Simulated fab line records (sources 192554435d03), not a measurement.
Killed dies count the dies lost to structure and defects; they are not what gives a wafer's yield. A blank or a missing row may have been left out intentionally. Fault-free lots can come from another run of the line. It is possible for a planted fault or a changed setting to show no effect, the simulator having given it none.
fab line records | flow n5-finfet
record: lots: 6 | wafers: 18 | last-day: 18
route steps=1938 shown MIM_BOT_LITHO@1856 MIM_BOT_ETCH@1866 PASSIVATION@1936
lots that met no fault: taken from a fault-free run of the same line
start-h: hours from the record's opening day to when the first of the lot's shown wafers began | wait-h: how many hours have passed since the lot's step before this one | " as in the row above | L1.1+2: several wafers, shown together as one row | - no value, or no start given | * or withheld: withheld | < > ~ a bound
route shown NAME@n: NAME is a module with steps in the file, n the number in the route of the first one | usual: the fault-free wafers' mean and standard deviation | same: alike in all rows | chamber/n: place in a boat | sites: readings site by site | _std_site: standard deviation across them | _edge_site: the outer-site mean with the inner-site mean subtracted | radius-mm: for every site, how far away it sits from the centre of the wafer | mask NAME#n: copy n | behind: tool/chamber where the wafer was last shaped | hold: the reason the lot was held/the length of the hold in hours/how it ended | device: the n, p or np transistor that did not switch | end of line: the route-end tests of the same wafers | for a step that has no rows: nothing shown but its recipe | killed: dies lost to structure and defects at the first sort, not the wafer's yield | map: shows each die of a wafer: x if killed, . if not, _ if none is there
set.NAME: the setting that was run; set.NAME@STEP: the one run at that earlier step | model.NAME: the simulator's own value behind a step, which no gauge read
lots at selected steps of the route; one table per step, one row per wafer
services: from which hour (start-h, from the record's first day; less than 0 if before it) a tool's chamber was out of use, for how many hours, and why
== steps ==
step: N5_MIM_BOT_LITHO_EBR_04
recipe: solvent: PGMEA | ebr-width-mm: 1.5
step: N5_MIM_BOT_LITHO_SOFTBAKE_03
recipe: temp-c: 100 | time-s: 90
step: N5_MIM_BOT_LITHO_EXPOSE_05
recipe: mask-id: MIM_BOT | na: 0.55 | source-shape: conventional | sigma-outer: 0.8 | polarization: unpolarized | dose-mj: 24.25
step: N5_MIM_BOT_LITHO_PEB_06
recipe: peb-temp-c: withheld | peb-time-s: *
step: N5_MIM_BOT_LITHO_DEVELOP_07
recipe: develop-time-s: 60 | rinse-liquid: diw | dry: air-spin | dev-temp-c: 21
step: N5_MIM_BOT_LITHO_HARDBAKE_09
recipe: temp-c: 130 | time-s: 120
step: N5_MIM_BOT_LITHO_CD_MEAS_08
recipe: target-cd-nm: 3000 | landing-energy-ev: 500 | detector: se-inlens | polarity: opening
usual: cd-nm: 2999.8/1.9
lot.wafer | tool      | chamber | start-h | wait-h | cd-nm
L707.1    | cd-sem-02 | 0       | 293.89  | -      | 3002.8
L707.2    | "         | 0       | "       | "      | 3001.5
L707.6    | "         | 0       | "       | "      | 2999.1
L713.1    | cd-sem-02 | 0       | 319.97  | -      | 2997.9
L713.3    | "         | 0       | "       | "      | 3002.8
L713.6    | "         | 0       | "       | "      | 3002.5
L718.2    | cd-sem-03 | 0       | 356.24  | -      | 2999.3
L718.3    | "         | 0       | "       | "      | 2999.4
L718.6    | "         | 0       | "       | "      | 2997.7
L721.2    | cd-sem-01 | 0       | 369.14  | -      | 3003.2
L721.5    | "         | 0       | "       | "      | 3000.0
L721.6    | "         | 0       | "       | "      | 3005.9
L730.1    | cd-sem-02 | 0       | 407.73  | -      | 2999.5
L730.4    | "         | 0       | "       | "      | 2997.9
L730.6    | "         | 0       | "       | "      | 3000.6
L729.1    | cd-sem-01 | 0       | 412.44  | -      | 2998.7
L729.2    | "         | 0       | "       | "      | 2998.5
L729.3    | "         | 0       | "       | "      | 2999.8
step: N5_MIM_BOT_LITHO_OVL_MEAS_11
recipe: points-per-wafer: 44
usual: MIM_BOT_OVL: -2/5
same: points-per-wafer: 44
lot.wafer | tool       | chamber | start-h | wait-h | MIM_BOT_OVL[nm]
L707.1    | overlay-02 | 0       | 293.92  | 0.0    | -5
L707.2    | "          | 0       | "       | "      | 4
L707.6    | "          | 0       | "       | "      | -2
L713.1    | overlay-01 | 0       | 320.00  | 0.0    | -3
L713.3    | "          | 0       | "       | "      | -4
L713.6    | "          | 0       | "       | "      | -2
L718.2    | overlay-01 | 0       | 356.27  | 0.0    | -2
L718.3    | "          | 0       | "       | "      | -9
L718.6    | "          | 0       | "       | "      | 0
L721.2    | overlay-01 | 0       | 369.17  | 0.0    | 7
L721.5    | "          | 0       | "       | "      | 0
L721.6    | "          | 0       | "       | "      | 2
L730.1    | overlay-01 | 0       | 407.76  | 0.0    | -3
L730.4    | "          | 0       | "       | "      | -1
L730.6    | "          | 0       | "       | "      | -4
L729.1    | overlay-02 | 0       | 412.47  | 0.0    | 6
L729.2    | "          | 0       | "       | "      | -3
L729.3    | "          | 0       | "       | "      | 1
step: N5_MIM_BOT_LITHO_INSPECT_12
recipe: mode: adi | inspect-instrument: macro
usual: raw-defect-count: 1.9/1.4
lot.wafer | tool              | chamber | start-h | wait-h | raw-defect-count
L707.1    | defect-inspect-01 | -       | 293.95  | 0.0    | 6
L707.2    | "                 | -       | "       | "      | 1
L707.6    | "                 | -       | "       | "      | 3
L713.1    | defect-inspect-02 | -       | 320.02  | 0.0    | 2
L713.3    | "                 | -       | "       | "      | 3
L713.6    | "                 | -       | "       | "      | 2
L718.2    | defect-inspect-01 | -       | 356.29  | 0.0    | 2
L718.3    | "                 | -       | "       | "      | 0
L718.6    | "                 | -       | "       | "      | 1
L721.2    | defect-inspect-02 | -       | 369.19  | 0.0    | 2
L721.5    | "                 | -       | "       | "      | 4
L721.6    | "                 | -       | "       | "      | 2
L730.1    | defect-inspect-01 | -       | 407.79  | 0.0    | 0
L730.4    | "                 | -       | "       | "      | 1
L730.6    | "                 | -       | "       | "      | 3
L729.1    | defect-inspect-02 | -       | 412.49  | 0.0    | 3
L729.2    | "                 | -       | "       | "      | 1
L729.3    | "                 | -       | "       | "      | 4
step: N5_MIM_BOT_LITHO_DESCUM_10
recipe: chemistry: O2 | time-s: 7.9 | source-power-w: 50 | bias-power-w: 20 | pressure-mtorr: 20 | rf-frequency-hz: 2.712e+07 | temp-c: 40 | o2-flow-sccm: 225
usual: drypump-motor-current-A: 5.6/0.43 | oes-product-au: 0.82/0.063 | rf-vpp-V: 243.5/1.2 | showerhead-plenum-p-Torr: 2.12/0.058 | temp-c: 39.98/0.12 | throttle-valve-pct: 20.48/0.16
lot.wafer | tool        | chamber | start-h | wait-h | drypump-motor-current-A | oes-product-au | rf-hours-counter-h | rf-vpp-V | showerhead-plenum-p-Torr | temp-c | throttle-valve-pct
L707.1    | rie-diel-05 | 0       | 294.09  | 0.1    | 5.7                     | 0.76           | 135                | 242.6    | 2.10                     | 39.90  | 20.18
L707.2    | "           | 3       | "       | "      | 6.3                     | 0.87           | 26                 | 244.6    | 2.12                     | 39.74  | 20.25
L707.6    | "           | 3       | "       | "      | 6.3                     | 0.87           | -                  | 242.9    | 2.12                     | 39.93  | 20.27
L713.1    | rie-diel-06 | 1       | 320.53  | 0.5    | 6.2                     | 0.96           | 4                  | 246.7    | 2.22                     | 39.83  | 20.10
L713.3    | "           | 2       | "       | "      | 5.3                     | 0.79           | 105                | 244.6    | 2.20                     | 40.17  | 20.33
L713.6    | "           | 2       | "       | "      | 5.3                     | 0.80           | -                  | 245.1    | 2.20                     | 40.08  | 20.35
L718.2    | rie-diel-01 | 1       | 356.33  | 0.0    | 6.1                     | 0.77           | 147                | 241.8    | 2.09                     | 40.04  | 20.57
L718.3    | "           | 3       | "       | "      | 5.6                     | 0.90           | 26                 | 243.7    | 2.14                     | 39.92  | 20.43
L718.6    | "           | 2       | "       | "      | 4.9                     | 0.82           | -                  | 243.7    | 2.13                     | 39.97  | 20.45
L721.2    | rie-diel-06 | 3       | 369.22  | 0.0    | 5.1                     | 0.84           | 59                 | 244.1    | 2.14                     | 40.03  | 20.54
L721.5    | "           | 1       | "       | "      | 6.2                     | 0.92           | -                  | 244.7    | 2.21                     | 40.13  | 20.12
L721.6    | "           | 0       | "       | "      | 5.3                     | 0.69           | -                  | 241.2    | 2.07                     | 39.75  | 20.74
L730.1    | rie-diel-01 | 2       | 408.01  | 0.2    | 4.9                     | 0.80           | 114                | 242.9    | 2.13                     | 40.04  | 20.49
L730.4    | "           | 1       | "       | "      | 6.1                     | 0.76           | 165                | 244.4    | 2.09                     | 39.98  | 20.60
L730.6    | "           | 3       | "       | "      | 5.6                     | 0.87           | -                  | 243.3    | 2.14                     | 39.97  | 20.50
L729.1    | rie-diel-01 | 0       | 412.57  | 0.1    | 5.4                     | 0.76           | 148                | 242.5    | 2.12                     | 39.96  | 20.54
L729.2    | "           | 2       | "       | "      | 4.9                     | 0.81           | 115                | 242.5    | 2.13                     | 39.92  | 20.49
L729.3    | "           | 1       | "       | "      | 6.1                     | 0.76           | 166                | 243.4    | 2.09                     | 40.04  | 20.61
step: N5_MIM_BOT_ETCH_ETCH_04
recipe: chemistry: CF4/O2 | target: SiNx | target-depth-a: 260 | time-s: 13 | ion-energy-ev: 100 | pressure-mtorr: 40 | source-w: 535 | bias-w: 49 | Ar_flow_sccm: 100 | cf4-flow-sccm: 100 | O2_flow_sccm: 10
usual: bias-w: 48.97/0.14 | drypump-motor-current-A: 5.6/0.43 | oes-product-au: 0.82/0.062 | rf-vpp-V: 242/4.5 | showerhead-plenum-p-Torr: 2.22/0.06 | throttle-valve-pct: 15.96/0.17
lot.wafer | tool        | chamber | start-h | wait-h | bias-w | drypump-motor-current-A | oes-product-au | rf-hours-counter-h | rf-vpp-V | showerhead-plenum-p-Torr | throttle-valve-pct
L707.1    | rie-diel-05 | 0       | 294.15  | 0.0    | 48.99  | 5.7                     | 0.76           | 135                | 235      | 2.21                     | 15.68
L707.2    | "           | 3       | "       | "      | 48.97  | 6.3                     | 0.88           | 26                 | 238      | 2.24                     | 15.80
L707.6    | "           | 3       | "       | "      | 48.93  | 6.3                     | 0.88           | -                  | 238      | 2.24                     | 15.81
L713.1    | rie-diel-06 | 1       | 320.59  | 0.0    | 49.13  | 6.2                     | 0.98           | 4                  | 240      | 2.35                     | 15.69
L713.3    | "           | 2       | "       | "      | 48.82  | 5.3                     | 0.80           | 105                | 244      | 2.30                     | 15.86
L713.6    | "           | 2       | "       | "      | 48.89  | 5.3                     | 0.79           | -                  | 243      | 2.30                     | 15.84
L718.2    | rie-diel-01 | 1       | 356.39  | 0.0    | 48.92  | 6.1                     | 0.77           | 147                | 239      | 2.21                     | 16.11
L718.3    | "           | 3       | "       | "      | 48.98  | 5.6                     | 0.90           | 26                 | 244      | 2.25                     | 15.89
L718.6    | "           | 2       | "       | "      | 49.02  | 4.9                     | 0.84           | -                  | 247      | 2.21                     | 15.75
L721.2    | rie-diel-06 | 3       | 369.29  | 0.0    | 49.10  | 5.1                     | 0.85           | 59                 | 247      | 2.25                     | 15.94
L721.5    | "           | 1       | "       | "      | 49.11  | 6.1                     | 0.92           | -                  | 239      | 2.34                     | 15.75
L721.6    | "           | 0       | "       | "      | 48.86  | 5.3                     | 0.70           | -                  | 238      | 2.18                     | 16.32
L730.1    | rie-diel-01 | 2       | 408.07  | 0.0    | 49.10  | 4.9                     | 0.82           | 114                | 248      | 2.20                     | 15.79
L730.4    | "           | 1       | "       | "      | 49.00  | 6.1                     | 0.77           | 165                | 239      | 2.20                     | 16.15
L730.6    | "           | 3       | "       | "      | 48.92  | 5.6                     | 0.86           | -                  | 245      | 2.25                     | 15.92
L729.1    | rie-diel-01 | 0       | 412.64  | 0.0    | 48.90  | 5.4                     | 0.77           | 148                | 234      | 2.20                     | 15.97
L729.2    | "           | 2       | "       | "      | 49.17  | 4.9                     | 0.82           | 115                | 247      | 2.20                     | 15.79
L729.3    | "           | 1       | "       | "      | 49.06  | 6.1                     | 0.76           | 166                | 239      | 2.20                     | 16.16
step: N5_MIM_BOT_ETCH_ETCH_03
recipe: chemistry: Cl2/BCl3 | target-depth-a: 120 | pressure-mtorr: 8 | icp-w: 800 | bias-w: 100 | Cl2_flow_sccm: 20 | bcl3-flow-sccm: 80
usual: bias-w: 99.99/0.29 | drypump-motor-current-A: 5.9/0.62 | oes-product-au: 0.81/0.081 | throttle-valve-pct: 27.4/0.39
lot.wafer | tool         | chamber | start-h | wait-h | bias-w | drypump-motor-current-A | oes-product-au | rf-hours-counter-h | throttle-valve-pct
L707.1    | rie-metal-01 | 0       | 294.25  | 0.1    | 99.97  | 4.7                     | 0.86           | 17                 | 27.5
L707.2    | "            | 1       | "       | "      | 99.67  | 6.3                     | 0.95           | 7                  | 26.7
L707.6    | "            | 1       | "       | "      | 99.63  | 6.3                     | 0.94           | -                  | 26.7
L713.1    | rie-metal-01 | 0       | 320.68  | 0.1    | 99.88  | 4.7                     | 0.85           | 20                 | 27.5
L713.3    | "            | 0       | "       | "      | 100.12 | 4.7                     | 0.85           | -                  | 27.5
L713.6    | "            | 0       | "       | "      | 99.89  | 4.7                     | 0.85           | -                  | 27.5
L718.2    | rie-metal-03 | 1       | 356.48  | 0.1    | 100.13 | 6.3                     | 0.79           | 36                 | 27.5
L718.3    | "            | 1       | "       | "      | 99.87  | 6.4                     | 0.79           | -                  | 27.5
L718.6    | "            | 1       | "       | "      | 99.75  | 6.4                     | 0.78           | -                  | 27.5
L721.2    | rie-metal-03 | 1       | 369.38  | 0.1    | 99.95  | 6.4                     | 0.79           | 37                 | 27.5
L721.5    | "            | 0       | "       | "      | 100.43 | 6.4                     | 0.84           | -                  | 27.6
L721.6    | "            | 1       | "       | "      | 99.79  | 6.4                     | 0.79           | -                  | 27.5
L730.1    | rie-metal-02 | 0       | 408.16  | 0.1    | 99.91  | 5.6                     | 0.69           | 90                 | 27.3
L730.4    | "            | 1       | "       | "      | 99.89  | 6.0                     | 0.72           | -                  | 27.9
L730.6    | "            | 1       | "       | "      | 100.11 | 6.0                     | 0.73           | -                  | 27.9
L729.1    | rie-metal-02 | 0       | 412.73  | 0.1    | 99.98  | 5.6                     | 0.69           | 91                 | 27.3
L729.2    | "            | 1       | "       | "      | 100.17 | 6.0                     | 0.73           | 60                 | 27.9
L729.3    | "            | 0       | "       | "      | 100.66 | 5.6                     | 0.68           | -                  | 27.3
step: N5_MIM_BOT_ETCH_ETCH_00
recipe: chemistry: Cl2/BCl3 | target: TiN | target-depth-a: 455 | ion-energy-ev: 150 | pressure-mtorr: 10 | icp-w: 1000 | bias-w: 126 | Cl2_flow_sccm: 53.25 | bcl3-flow-sccm: 21.75 | Ar_flow_sccm: 25
usual: bias-w: 126.0/0.38 | drypump-motor-current-A: 5.9/0.62 | oes-product-au: 0.81/0.08 | throttle-valve-pct: 21.8/0.37
lot.wafer | tool         | chamber | start-h | wait-h | bias-w | drypump-motor-current-A | oes-product-au | rf-hours-counter-h | throttle-valve-pct
L707.1    | rie-metal-01 | 0       | 294.34  | 0.1    | 125.9  | 4.7                     | 0.86           | 17                 | 22.0
L707.2    | "            | 1       | "       | "      | 126.4  | 6.3                     | 0.95           | 7                  | 21.2
L707.6    | "            | 1       | "       | "      | 126.5  | 6.2                     | 0.95           | -                  | 21.1
L713.1    | rie-metal-01 | 0       | 320.77  | 0.1    | 127.2  | 4.7                     | 0.85           | 20                 | 22.0
L713.3    | "            | 0       | "       | "      | 126.0  | 4.7                     | 0.85           | -                  | 22.0
L713.6    | "            | 0       | "       | "      | 126.0  | 4.7                     | 0.86           | -                  | 22.0
L718.2    | rie-metal-03 | 1       | 356.57  | 0.1    | 119.6  | 6.4                     | 0.78           | 36                 | 21.9
L718.3    | "            | 1       | "       | "      | 120.1  | 6.4                     | 0.78           | -                  | 21.9
L718.6    | "            | 1       | "       | "      | 120.4  | 6.4                     | 0.79           | -                  | 21.9
L721.2    | rie-metal-03 | 1       | 369.47  | 0.1    | 120.5  | 6.4                     | 0.78           | 37                 | 21.9
L721.5    | "            | 0       | "       | "      | 119.9  | 6.3                     | 0.81           | -                  | 21.9
L721.6    | "            | 1       | "       | "      | 119.8  | 6.4                     | 0.78           | -                  | 21.9
L730.1    | rie-metal-02 | 0       | 408.25  | 0.1    | 125.6  | 5.6                     | 0.69           | 90                 | 21.8
L730.4    | "            | 1       | "       | "      | 125.7  | 6.0                     | 0.73           | -                  | 22.4
L730.6    | "            | 1       | "       | "      | 126.2  | 6.0                     | 0.72           | -                  | 22.4
L729.1    | rie-metal-02 | 0       | 412.82  | 0.1    | 126.5  | 5.6                     | 0.69           | 91                 | 21.8
L729.2    | "            | 1       | "       | "      | 125.6  | 6.0                     | 0.72           | 60                 | 22.4
L729.3    | "            | 0       | "       | "      | 126.1  | 5.6                     | 0.69           | -                  | 21.8
step: N5_MIM_BOT_ETCH_STRIP_01
recipe: chemistry: O2 | power-w: 600 | temp-c: 60 | pressure-mtorr: 30 | rf-frequency-hz: 6e+07 | bias-power-w: 0 | overash-fraction: 0.5 | o2-flow-sccm: 225
usual: drypump-motor-current-A: 5.5/0.42 | oes-product-au: 0.82/0.075 | rf-vpp-V: 3.6/1.2 | showerhead-plenum-p-Torr: 2.14/0.057 | temp-c: 60.01/0.12 | throttle-valve-pct: 16.67/0.17
lot.wafer | tool        | chamber | start-h | wait-h | drypump-motor-current-A | oes-product-au | rf-hours-counter-h | rf-vpp-V | showerhead-plenum-p-Torr | temp-c | throttle-valve-pct
L707.1    | rie-diel-01 | 1       | 294.48  | 0.1    | 6.1                     | 0.79           | 124                | 4.4      | 2.11                     | 60.37  | 16.77
L707.2    | "           | 2       | "       | "      | 4.9                     | 0.86           | 70                 | 2.3      | 2.15                     | 59.82  | 16.61
L707.6    | "           | 1       | "       | "      | 6.1                     | 0.78           | -                  | 3.2      | 2.11                     | 60.30  | 16.72
L713.1    | rie-diel-06 | 2       | 320.91  | 0.1    | 5.3                     | 0.81           | 106                | 3.9      | 2.20                     | 59.97  | 16.55
L713.3    | "           | 3       | "       | "      | 5.2                     | 0.88           | 42                 | 4.6      | 2.15                     | 59.85  | 16.68
L713.6    | "           | 1       | "       | "      | 6.1                     | 0.97           | -                  | 4.3      | 2.22                     | 60.18  | 16.34
L718.2    | rie-diel-01 | 0       | 356.87  | 0.3    | 5.4                     | 0.78           | 129                | 3.7      | 2.13                     | 60.01  | 16.73
L718.3    | "           | 3       | "       | "      | 5.6                     | 0.89           | 26                 | 5.1      | 2.15                     | 60.02  | 16.63
L718.6    | "           | 0       | "       | "      | 5.4                     | 0.79           | -                  | 1.6      | 2.13                     | 60.14  | 16.74
L721.2    | rie-diel-01 | 1       | 369.61  | 0.1    | 6.1                     | 0.78           | 152                | 2.7      | 2.10                     | 60.01  | 16.82
L721.5    | "           | 1       | "       | "      | 6.1                     | 0.78           | -                  | 3.3      | 2.10                     | 60.07  | 16.76
L721.6    | "           | 0       | "       | "      | 5.4                     | 0.79           | -                  | 1.4      | 2.12                     | 60.17  | 16.70
L730.1    | rie-diel-01 | 0       | 408.39  | 0.1    | 5.4                     | 0.77           | 147                | 3.7      | 2.12                     | 59.91  | 16.75
L730.4    | "           | 2       | "       | "      | 4.9                     | 0.79           | 115                | 2.3      | 2.13                     | 59.77  | 16.70
L730.6    | "           | 1       | "       | "      | 6.1                     | 0.75           | -                  | 3.0      | 2.09                     | 59.84  | 16.83
L729.1    | rie-diel-01 | 2       | 413.23  | 0.4    | 4.9                     | 0.80           | 116                | 1.9      | 2.13                     | 59.76  | 16.65
L729.2    | "           | 0       | "       | "      | 5.4                     | 0.76           | 148                | 4.3      | 2.12                     | 59.93  | 16.75
L729.3    | "           | 1       | "       | "      | 6.1                     | 0.75           | 166                | 4.6      | 2.09                     | 60.14  | 16.90
step: N5_PASSIVATION_PROBE_49
usual: defect-limited-yield: 91.3/1.5 | killed_at_M0_to_M3: 31/11 | killed_at_M4_up: 14/5.1 | killed-at-contacts: 12/5.6 | killed-at-front-end: 42/12 | killed-at-other: 3.8/2.9 | killed-dies: 103/18 | killed-open: 67/14 | killed-short: 33/8 | sort_bin_5_function: 5.1/1 | sort_bin_6_memory: 3.2/0.75 | sort-n-pass: 1077/18 | sort-yield-pct: 91.3/1.5
same: gross-dies: 1180 | killed-at-back-side: 0 | sort_bin_4_leakage[%]: 0 | sort_bin_8_speed[%]: 0
lot.wafer | tool      | chamber | start-h | wait-h | defect-limited-yield[%] | killed_at_M0_to_M3 | killed_at_M4_up | killed-at-contacts | killed-at-front-end | killed-at-other | killed-dies | killed-open | killed-short | sort_bin_5_function[%] | sort_bin_6_memory[%] | sort-n-pass | sort-yield-pct[%]
L713.1    | prober-01 | -       | 331.47  | 0.0    | 88.3                    | 41                 | 30              | 9                  | 55                  | 3               | 138         | 102         | 34           | 7.0                    | 4.3                  | 1042        | 88.3
L713.3    | prober-01 | -       | 331.57  | 0.1    | 90.1                    | 26                 | 15              | 7                  | 67                  | 2               | 117         | 84          | 30           | 6.2                    | 3.6                  | 1063        | 90.1
L713.6    | prober-01 | -       | 331.72  | 0.3    | 92.5                    | 27                 | 13              | 13                 | 34                  | 2               | 89          | 70          | 19           | 5.3                    | 2.1                  | 1091        | 92.5
L718.2    | prober-01 | -       | 364.69  | 0.1    | 91.4                    | 25                 | 13              | 12                 | 48                  | 3               | 101         | 66          | 33           | 5.8                    | 2.7                  | 1079        | 91.4
L718.3    | prober-01 | -       | 364.74  | 0.1    | 92.9                    | 21                 | 5               | 9                  | 44                  | 5               | 84          | 50          | 21           | 4.1                    | 2.0                  | 1096        | 92.9
L718.6    | prober-01 | -       | 364.89  | 0.3    | 92.9                    | 19                 | 15              | 4                  | 41                  | 5               | 84          | 50          | 25           | 4.6                    | 1.8                  | 1096        | 92.9
killed by level:class
L713.1 STI_FIN_REVEAL:geometric-particle:open=22 BEOL_M4:geometric-particle:open=19 BEOL_M0_SAQP:geometric-particle:open=10 MOL_CONTACT_COAG:geometric-particle:open=9 BEOL_M3:geometric-particle:open=9 BEOL_M2:geometric-particle:open=7 GATE_CUT:geometric-particle:short=6 STARTING-WAFER:geometric-particle:short=5
L713.3 STI_FIN_REVEAL:geometric-particle:open=30 BEOL_M1:geometric-particle:open=10 GATE_CUT:geometric-particle:short=9 BEOL_M4:geometric-particle:open=8 STI_FIN_REVEAL:geometric-particle:short=5 BEOL_M2:geometric-particle:open=5 MOL_CONTACT_COAG:geometric-particle:open=5 GATE_CUT:geometric-particle:open=4
L713.6 STI_FIN_REVEAL:geometric-particle:open=14 MOL_CONTACT_COAG:geometric-particle:open=12 BEOL_M0_SAQP:geometric-particle:open=9 BEOL_M1:geometric-particle:open=7 BEOL_M4:geometric-particle:open=5 BEOL_M3:geometric-particle:open=5 BEOL_M8:geometric-particle:open=4 GATE_CUT:geometric-particle:short=4
L718.2 BEOL_M3:geometric-particle:open=15 STI_FIN_REVEAL:geometric-particle:open=12 MOL_CONTACT_COAG:geometric-particle:open=11 FIN_SAQP:geometric-particle:short=10 FIN_SAQP:geometric-particle:open=7 GATE_CUT:geometric-particle:short=5 BEOL_M0_SAQP:geometric-particle:short=4 BEOL_M4:geometric-particle:open=4
L718.3 BEOL_M3:geometric-particle:open=11 HKMG_FIN:area-etch=11 STARTING-WAFER:geometric-particle:open=6 FIN_SAQP:geometric-particle:short=6 STI_FIN_REVEAL:geometric-particle:open=5 MOL_CONTACT_COAG:geometric-particle:open=5 DUMMY_GATE:geometric-particle:short=4 DUMMY_GATE:geometric-particle:open=4
L718.6 BEOL_M3:geometric-particle:open=10 HKMG_FIN:area-etch=9 FIN_SAQP:geometric-particle:short=8 BEOL_M4:geometric-particle:open=8 FIN_SAQP:geometric-particle:open=4 STI_FIN_REVEAL:geometric-particle:open=4 MOL_CONTACT_COAG:geometric-particle:open=4 STARTING-WAFER:geometric-particle:short=4
== services ==
tool         | chamber | start-h | hours | kind
rie-metal-02 | 1       | 281.50  | 1.1   | repair
rie-diel-06  | 1       | 287.58  | -     | clean
rie-diel-06  | 1       | 287.58  | -     | consumable-replace:focus-ring
rie-diel-06  | 1       | 287.58  | -     | consumable-replace:showerhead
rie-diel-06  | 1       | 287.58  | 19.8  | scheduled-down
rie-diel-06  | 1       | 287.58  | 19.8  | vent-cycle
rie-diel-05  | -       | 290.15  | 2.6   | repair
rie-diel-06  | 0       | 300.58  | 5.8   | repair
rie-metal-03 | -       | 333.44  | 0.5   | repair
rie-diel-06  | -       | 348.84  | 2.8   | pm
rie-diel-05  | 0       | 350.53  | 25.4  | repair
rie-diel-05  | 0       | 403.52  | 2.4   | repair
== key ==
first-sign: step: N5_MIM_BOT_ETCH_ETCH_00 | reading: bias-w | direction: down | sigmas: 16 | usual: * | struck: *
effect none on later readings
met-at N5_MIM_BOT_ETCH_ETCH_00
struck-wafers L718.2,L718.3,L718.6,L721.2,L721.5,L721.6
baseline-loss: step: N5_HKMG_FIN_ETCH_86 | wafers: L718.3
fault: kind: process-parameter-drift | tool: rie-metal-03 | chamber: - | onset-h: 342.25 | steps: N5_MIM_BOT_ETCH_ETCH_00 | channel: bias-w | offset: * | shape: step | end-h: 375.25 | acts-in: * | stated: *
baseline-loss: these wafers lose ten dies or more at that step, a loss of the line's own and not of a fault; the sort's usual values leave them out
